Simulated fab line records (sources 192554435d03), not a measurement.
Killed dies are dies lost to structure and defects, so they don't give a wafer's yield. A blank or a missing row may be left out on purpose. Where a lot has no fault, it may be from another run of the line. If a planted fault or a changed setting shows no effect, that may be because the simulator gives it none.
Problem report, 8D (eight disciplines) form, completed by code + flow n5-finfet + the parts of the form that need people (team, actions taken, sign-off) are left out

1. WHAT WENT WRONG
At N5_STI_FIN_REVEAL_INSPECT_13, raw-defect-count averages 662 over 6 wafers from 2 lots, while fault-free wafers read 11, standard deviation 4.8. So: +99 or more standard deviations from the usual mean.
The step: inspects for defects (darkfield).
First observed at day 5 19:44: wafer L261.1, on defect-inspect-01. Wafers with a number at this step in the record: 27, from 9 lots. Rule for "out" (also "out of limits"): further than 4 standard deviations from the usual mean. Any other wafer with a number is counted as sound.

2. WHAT IT IS AND WHAT IT IS NOT
| question                    | is                     | is not                                                                                |
|-----------------------------|------------------------|---------------------------------------------------------------------------------------|
| which readings at this step | raw-defect-count       | -                                                                                     |
| which lots                  | L261, L262             | L249, L254, L255, L263, L264, L266, L271                                              |
| which wafers of those lots  | all that have a number | -                                                                                     |
| read on which gauges        | defect-inspect-01      | defect-inspect-02                                                                     |
| when                        | from day 5 19:44       | up to then (9 sound wafers); but 12 sound wafers of L263, L264, L266, L271 came after |

3. WHAT RULES OUT EACH SUSPECT
Counting: a tool at any process step up to the reading remains a suspect when it ran all the lots that are out and ran no sound lot after the first of those.
- ruled out: the gauge at N5_STI_FIN_REVEAL_INSPECT_13. All the wafers that are out were read on defect-inspect-01, but those of them that N5_PASSIVATION_PROBE_49 has rows for are out there too, on other tools.
- remote-plasma-02 at N5_STI_FIN_REVEAL_PRECLEAN_17 (cleans in NF3:NH3, afs cycles 1, time 20 s, sublimation time 60 s): kept. Every lot that is out went through it, starting with L261 (day 5 18:49), and after that it ran no sound lot; the last sound lot it ran before then is L255 (day 4 07:29).
Remaining after the count: remote-plasma-02 at N5_STI_FIN_REVEAL_PRECLEAN_17.

4. THE CAUSE (what the simulator had put in)
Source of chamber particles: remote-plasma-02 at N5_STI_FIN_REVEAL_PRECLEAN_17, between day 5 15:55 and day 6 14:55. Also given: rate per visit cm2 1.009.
Counting left only this tool.

5. SEQUENCE OF EFFECTS, ordered by route
Each row: a reading where the mean over the struck wafers with a number is more than 3 standard deviations away from the usual. Scope: only readings with a usual standard deviation given in the record; hours: median across lots of the time from each lot's start at the first step in this table that gives one to its start at this step; sigmas: change in usual standard deviations.
| hours | step                         | reading              | usual  | on struck wafers | change | sigmas      |
|-------|------------------------------|----------------------|--------|------------------|--------|-------------|
| 0     | N5_STI_FIN_REVEAL_INSPECT_13 | raw-defect-count     | 11     | 662              | +651   | +99 or more |
| 268   | N5_PASSIVATION_PROBE_49      | defect-limited-yield | 91.5 % | 84.0             | -7.5   | -5.0        |
| 268   | N5_PASSIVATION_PROBE_49      | killed-at-front-end  | 38     | 120              | +82    | +8.4        |
| 268   | N5_PASSIVATION_PROBE_49      | killed-dies          | 101    | 188              | +87    | +4.9        |
| 268   | N5_PASSIVATION_PROBE_49      | killed-on-rim        | 13     | 28               | +15    | +3.9        |
| 268   | N5_PASSIVATION_PROBE_49      | sort_bin_5_function  | 5.0 %  | 9.6              | +4.6   | +4.5        |
| 268   | N5_PASSIVATION_PROBE_49      | sort-n-pass          | 1079   | 992              | -87    | -4.9        |
| 268   | N5_PASSIVATION_PROBE_49      | sort-yield-pct       | 91.5 % | 84.0             | -7.5   | -5.0        |
The process steps in it:
- N5_PASSIVATION_PROBE_49
Later measuring or inspecting steps at which every struck wafer that the step has a row for has a number for every such reading, and none has moved that far: N5_BEOL_M4_RC_MEAS_101.

6. WHAT WOULD HAVE CAUGHT IT SOONER
The first out-of-limits reading at a measuring or inspecting step in this record came at day 5 19:44, 4 hours after the fault's start at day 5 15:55.
Of the tool readings at N5_STI_FIN_REVEAL_PRECLEAN_17 for which the record gives a usual standard deviation, none was out on any struck wafer, so an alarm limit of 4 standard deviations on them would not have fired.
Lots out: 2; of these, L262 started N5_STI_FIN_REVEAL_PRECLEAN_17 on remote-plasma-02 after day 5 19:44. Holding the tool at that time would have saved it.
